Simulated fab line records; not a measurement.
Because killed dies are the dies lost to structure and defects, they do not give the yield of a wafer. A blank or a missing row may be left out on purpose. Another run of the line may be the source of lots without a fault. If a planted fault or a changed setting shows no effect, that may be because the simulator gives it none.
The same fault as seen by 3 desks || flow n5Finfet || only its own numbers are on each desk; what lay behind them is given at the end

AT THE METROLOGY DESK
Lot by lot, what the gauges showed, no matter which tool ran the lot: averages of those sampled wafers that carry a number. The brackets show how far a lot's mean lies from the usual mean; more than 4 standard deviations puts the lot out of limits, marked OUT. Only the readings that lie furthest out on some lot appear, 7 of the 13 it has.
Columns: A = cdNm at N5_WELL_APT_CD_MEAS_08, usual 200.1 nm; B = DIBL_N at N5_BEOL_M4_RC_MEAS_101, usual 35.9 mV/V; C = IOFF_P at N5_BEOL_M4_RC_MEAS_101, usual 0.208 nA/um; D = ION_N at N5_BEOL_M4_RC_MEAS_101, usual 672 uA/um; E = SS_N at N5_BEOL_M4_RC_MEAS_101, usual 71.5 mV/dec; F = VT_N at N5_BEOL_M4_RC_MEAS_101, usual 250.4 mV; G = VT_P at N5_BEOL_M4_RC_MEAS_101, usual -250.5 mV
{"lot": "L824", "first seen here": "day 1 12:38", "A": 200.4, "B": 36.3, "C": 0.186, "D": 675, "E": 71.6, "F": 251.6, "G": -255.0}
{"lot": "L829", "first seen here": "day 2 18:47", "A": 199.5, "B": 34.6, "C": 0.189, "D": 657, "E": 71.1, "F": 253.2, "G": -252.9}
{"lot": "L837", "first seen here": "day 4 18:38", "A": 204.0, "B": 36.4, "C": 0.202, "D": 667, "E": 71.9, "F": 251.5, "G": -251.3}
{"lot": "L838", "first seen here": "day 5 00:46", "A": 203.1, "B": 36.2, "C": 0.239, "D": 672, "E": 71.9, "F": 247.8, "G": -246.6}
{"lot": "L843", "first seen here": "day 6 06:38", "A": 200.9, "B": 33.9, "C": 0.219, "D": 667, "E": 70.8, "F": 251.8, "G": -248.6}
{"lot": "L844", "first seen here": "day 6 12:46", "A": 199.4, "B": 35.4, "C": 0.209, "D": 679, "E": 71.5, "F": 249.9, "G": -251.4}
Result from this desk: across the 6 lots, nothing is out of limits.

THE DEFECT DESK
What the inspections along the route counted, lot by lot: means of the sampled wafers that have a number. The brackets show how far a lot's mean lies from the usual mean; more than 4 standard deviations puts the lot out of limits, marked OUT.
Columns: A = rawDefectCount at N5_ZERO_LAYER_INSPECT_20, usual 35; B = rawDefectCount at N5_WELL_APT_INSPECT_10, usual 2.3
{"lot": "L824", "first seen here": "day 1 13:15", "A": 37, "B": 1.0}
{"lot": "L829", "first seen here": "day 2 19:25", "A": 40, "B": 2.3}
{"lot": "L837", "first seen here": "day 4 19:15", "A": 45, "B": 2.3}
{"lot": "L838", "first seen here": "day 5 02:04", "A": 49, "B": 3.3}
{"lot": "L843", "first seen here": "day 6 07:16", "A": 24, "B": 2.0}
{"lot": "L844", "first seen here": "day 6 13:23", "A": 50, "B": 1.3}
Result from this desk: across the 6 lots, nothing is out of limits.

THE TOOL OWNER'S DESK: krfScanner-02
The tool's own readings at N5_WELL_APT_EXPOSE_05 (exposes mask NWELL, defocus 0 nm, target cd 200 nm): means of the sampled wafers that have a number, for each lot that ran on this tool. The brackets show how far a lot's mean lies from the usual mean; more than 4 standard deviations puts the lot out of limits, marked OUT.
Columns: A = exposureDoseMJCm2 at N5_WELL_APT_EXPOSE_05, usual 20.283; B = stageVelMmS at N5_WELL_APT_EXPOSE_05, usual 499.99 mm/s
{"lot": "L824", "first seen here": "day 1 13:23", "A": 20.286, "B": 499.76}
{"lot": "L829", "first seen here": "day 2 19:33", "A": 20.271, "B": 500.35}
{"lot": "L837", "first seen here": "day 4 19:31", "A": "20.979 (+35) OUT", "B": 499.66}
{"lot": "L838", "first seen here": "day 5 02:11", "A": "20.816 (+27) OUT", "B": 499.88}
This desk's finding: out of limits on L837, L838; first on L837, day 4 19:31 (exposureDoseMJCm2 at N5_WELL_APT_EXPOSE_05). L824, L829 stayed within limits.

PUT TOGETHER
An alarm could have come from the tool owner's desk at day 4 19:31, on L837, L838.
At the metrology desk, nothing out of limits was observed.
Nothing the defect desk looked at was out of limits.
The metrology desk has L837, L838 on record, within its limits.
The defect desk has L837, L838 on record, within its limits.
N5_WELL_APT_EXPOSE_05 was run on krfScanner-02 by each of the lots named.

WHAT THE SIMULATOR PUT IN
Process parameter drift: krfScanner-02, from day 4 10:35 on, at N5_WELL_APT_EXPOSE_05. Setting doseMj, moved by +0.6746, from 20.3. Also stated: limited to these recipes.
Lots struck among those shown: L837, L838.
Time in hours from fault onset to the first out-of-limits reading at each desk: the tool owner's desk, 9.
